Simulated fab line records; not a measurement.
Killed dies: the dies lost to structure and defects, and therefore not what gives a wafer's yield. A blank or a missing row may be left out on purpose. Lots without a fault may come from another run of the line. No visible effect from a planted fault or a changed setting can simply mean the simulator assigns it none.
Which tool was responsible? | flow n5 finfet | route of 1938 steps, sampled at 1 step: 24 lots, 72 wafers

## WHAT EACH GAUGE READ, for each wafer
N5_BEOL_M2_CD_MEAS_28: target cd 26.2 nm, target cd y 24.1 nm.
lot  | measured     | on        | cd nm (nm)
L075 | day 6 21:28  | cd sem-03 | 26.19 26.61 26.60
L076 | day 7 06:04  | cd sem-02 | 26.06 26.47 26.44
L077 | day 7 09:38  | cd sem-02 | 26.42 26.11 26.24
L074 | day 7 19:27  | cd sem-03 | 26.55 26.18 26.00
L079 | day 7 21:12  | cd sem-03 | 26.15 26.04 25.63
L078 | day 7 21:38  | cd sem-03 | 26.05 26.12 26.71
L080 | day 7 22:40  | cd sem-03 | 25.92 25.85 25.65
L081 | day 8 04:33  | cd sem-02 | 26.39 25.90 25.83
L082 | day 8 14:57  | cd sem-02 | 26.18 26.67 26.34
L083 | day 9 03:03  | cd sem-02 | 26.46 26.56 25.98
L084 | day 9 10:40  | cd sem-02 | 25.82 26.05 25.80
L085 | day 9 13:13  | cd sem-01 | 25.74 26.03 26.12
L086 | day 10 00:18 | cd sem-03 | 26.12 26.35 26.63
L087 | day 10 05:35 | cd sem-02 | 26.24 26.24 26.76
L088 | day 10 08:31 | cd sem-03 | 26.19 26.24 26.09
L089 | day 10 08:42 | cd sem-03 | 26.18 26.06 26.17
L090 | day 10 13:23 | cd sem-01 | 26.40 25.86 26.33
L091 | day 10 19:29 | cd sem-02 | 26.06 26.30 25.85
L092 | day 11 02:44 | cd sem-01 | 26.08 26.44 25.97
L093 | day 11 07:05 | cd sem-01 | 26.08 26.21 25.91
L094 | day 11 11:01 | cd sem-02 | 26.27 25.87 26.06
L096 | day 11 23:28 | cd sem-01 | 26.41 25.82 26.41
L095 | day 12 02:32 | cd sem-01 | 25.83 26.09 26.25
L097 | day 12 06:35 | cd sem-01 | 25.90 25.70 26.02

## WHAT TOOL EACH LOT RAN ON (gives the tool, then ch and the chambers of the sampled wafers, and finally the start)
No process step before these readings appears in the record.

## AS READ BY THE TOOLS THEMSELVES (means over the sampled wafers that have a number; for cases with no such wafer, the mark the record gives instead)
The record holds no such reading with a usual standard deviation.

## THE ANSWER, worked out from the rows above alone
Rule: usual is defined by the lots themselves. The widest of any qualifying gaps counts: lots, ordered by their means at a reading, are off when they make up no more than a third of the lots, leave a main group of 4 or more, and stand apart from it by 3 or more times the standard deviation of that group's means. Not used: any main group whose means are identical at the precision the tables above print for the reading. Also off: a lot with no number at a reading for which 4 or more lots have one. The other lots that the step has rows for count as sound. First the gauges in route order, then the tools' own readings, where a lot's mean is used as printed above. The first step at which some lot is off is used, and at that step the reading that is off furthest; a lot without a number counts as furthest.
Nothing can be told from this: no lot is off at any reading shown.

## WHAT HAD BEEN PUT IN BY THE SIMULATOR
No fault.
